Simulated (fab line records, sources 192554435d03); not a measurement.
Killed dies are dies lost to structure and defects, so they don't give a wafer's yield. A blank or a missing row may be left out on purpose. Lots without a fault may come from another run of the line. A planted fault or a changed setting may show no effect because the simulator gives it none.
Split-lot experiment | flow n5_finfet | 7 lots, 21 wafers read, on a route of 1938 steps

THE SPLIT
At N5_BEOL_M0_ETCH_128 (etches SiCN in CF4/N2, target depth 12 nm, overetch 5.1 nm, time 21.4 s), the setting source_w was moved away from the recipe's 430 W on 9 of the 21 wafers read, by -13.1% to +12.6%. The other wafers ran this setting at the recipe's value.

The reading is taken at the split's own step.

THE READING
rf_vpp_V, in V, at N5_BEOL_M0_ETCH_128 (etches SiCN in CF4/N2, target depth 12 nm, overetch 5.1 nm, time 21.4 s). Fault-free wafers of this fab line usually give 383.1 V, standard deviation 2.2 V.

wafer  | tool, chamber at the split | source_w as run, W | against the recipe | rf_vpp_V, V | against lot-mates on the recipe
L075.1 | rie_diel-06, 1             | 430                | recipe             | 380.2       | -
L075.2 | rie_diel-06, 0             | 430                | recipe             | 381.3       | -
L075.4 | rie_diel-06, 3             | 430                | recipe             | 386.1       | -
L079.3 | rie_diel-05, 0             | 430                | recipe             | 382.2       | -
L079.4 | rie_diel-05, 3             | 430                | recipe             | 383.5       | -
L079.5 | rie_diel-05, 0             | 396                | -7.9%              | 390.6       | +7.8
L086.2 | rie_diel-06, 2             | 430                | recipe             | 379.8       | -
L086.4 | rie_diel-06, 0             | 405.2              | -5.8%              | 388.4       | +7.6
L086.6 | rie_diel-06, 0             | 430                | recipe             | 381.7       | -
L087.3 | rie_diel-05, 2             | 430                | recipe             | 384.8       | -
L087.5 | rie_diel-05, 3             | 484.3              | +12.6%             | 370.3       | -14.5
L087.6 | rie_diel-05, 2             | 484.3              | +12.6%             | 369.6       | -15.2
L091.2 | rie_diel-06, 2             | 482.5              | +12.2%             | 364.7       | -16.9
L091.3 | rie_diel-06, 1             | 482.5              | +12.2%             | 371.5       | -10.1
L091.4 | rie_diel-06, 0             | 430                | recipe             | 381.6       | -
L095.1 | rie_diel-02, 2             | 373.7              | -13.1%             | 400.7       | +15.9
L095.4 | rie_diel-02, 0             | 373.7              | -13.1%             | 399.7       | +14.9
L095.5 | rie_diel-02, 1             | 430                | recipe             | 384.8       | -
L096.3 | rie_diel-02, 2             | 430                | recipe             | 385.4       | -
L096.4 | rie_diel-02, 3             | 430                | recipe             | 381.1       | -
L096.5 | rie_diel-02, 3             | 456                | +6.0%              | 372.7       | -10.6

THE FIT
A straight line over all 21 wafers: rf_vpp_V changes by -1.19 V for each +1% of source_w; r = -0.97; the points scatter about the line by 2.3 V.
The same after taking each lot's own level away (the mean of its wafers on the recipe; 21 wafers): -1.17 V for each +1%; r = -0.98; scatter 1.9 V.
On that fit, the largest move of source_w shifts the reading by 15 V.
The lots' own levels span 380.75 to 384.80 V, that is 1.8 times the standard deviation above.
So the lot-to-lot level changes the slope little: the two slopes agree.
Check: with one of the wafers moved furthest among these (-13.1%) left out of the fit, the line predicts +15 V for it against its lot-mates. It came out at +15.9 V against them.
Tool readings at the split's step, against how far the setting was moved: rf_vpp_V r = -0.97.

OTHER SPLITS ON THESE WAFERS
These wafers also went through other splits before the reading. Each is held against what the fit with the lots' levels taken away leaves over:
other split on the same wafers          | wafers away from the commonest value | r with rf_vpp_V (lot level and that fit taken away)
N5_GATE_CUT_EXPOSE_10 dose_mj           | 5                                    | -0.18
N5_GATE_CUT_ETCH_36 cf4_flow_sccm       | 8                                    | +0.57
N5_MOL_CONTACT_COAG_ETCH_15 source_w    | 7                                    | -0.47
N5_MOL_CONTACT_COAG_VIA_ETCH_117 bias_w | 11                                   | +0.09
N5_BEOL_M0_ETCH_138 source_w            | 9                                    | -0.23

THE FILE'S OWN FIT
rf_vpp_V changes by -1.18 V for each +1% of source_w, r = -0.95.
